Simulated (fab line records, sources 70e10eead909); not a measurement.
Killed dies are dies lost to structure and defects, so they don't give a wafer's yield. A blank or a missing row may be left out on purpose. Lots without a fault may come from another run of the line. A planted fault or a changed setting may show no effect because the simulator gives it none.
Chamber matching | flow nand_harc | NHARC_A_STAIRCASE_ETCH_292 on rie_diel-07: 4 sister chambers
The step etches the open film in CF4/CHF3. 8 wafers are shown with their chamber, then 9 later ones without.

WAFERS WITH THEIR CHAMBER
wafer  | chamber | drypump_motor_current_A (A) | showerhead_plenum_p_Torr (Torr)
L078.5 | 3       | 5.7                         | 1.61
L084.3 | 3       | 5.7                         | 1.60
L084.5 | 2       | 6.3                         | 1.69
L087.5 | 2       | 6.3                         | 1.69
L087.6 | 1       | 5.9                         | 1.59
L092.2 | 0       | 5.3                         | 1.65
L092.4 | 1       | 5.8                         | 1.58
L092.6 | 0       | 5.3                         | 1.65

WAFERS WITHOUT THEIR CHAMBER
wafer  | drypump_motor_current_A (A) | showerhead_plenum_p_Torr (Torr)
L094.2 | 5.8                         | 1.58
L094.5 | 5.9                         | 1.58
L094.6 | 6.3                         | 1.69
L095.1 | 6.3                         | 1.69
L095.3 | 5.7                         | 1.60
L095.6 | 6.3                         | 1.69
L097.3 | 6.3                         | 1.68
L097.4 | 5.9                         | 1.58
L097.6 | 5.3                         | 1.65

WHICH CHAMBER EACH WENT THROUGH
wafer  | from the rows above | in truth
L094.2 | 1                   | 1
L094.5 | 1                   | 1
L094.6 | 2                   | 2
L095.1 | 2                   | 2
L095.3 | 3                   | 3
L095.6 | 2                   | 2
L097.3 | 2                   | 2
L097.4 | 1                   | 1
L097.6 | 0                   | 0
Placed correctly: 9 of 9. Can't be placed from these rows: 0. Placed wrongly: 0.
How it was worked out, from the rows above alone: a wafer's distance from a chamber is the root of the sum, over the readings, of the square of ((its reading less the chamber's mean) divided by the reading's scatter). The wafer belongs to the nearest chamber; if the next one is less than 2 further off, it can't be placed. A chamber's mean is the mean of its shown wafers. The scatter: the root of (the sum of the squares of (reading less its chamber's mean) over the shown wafers, divided by (wafers less chambers)).
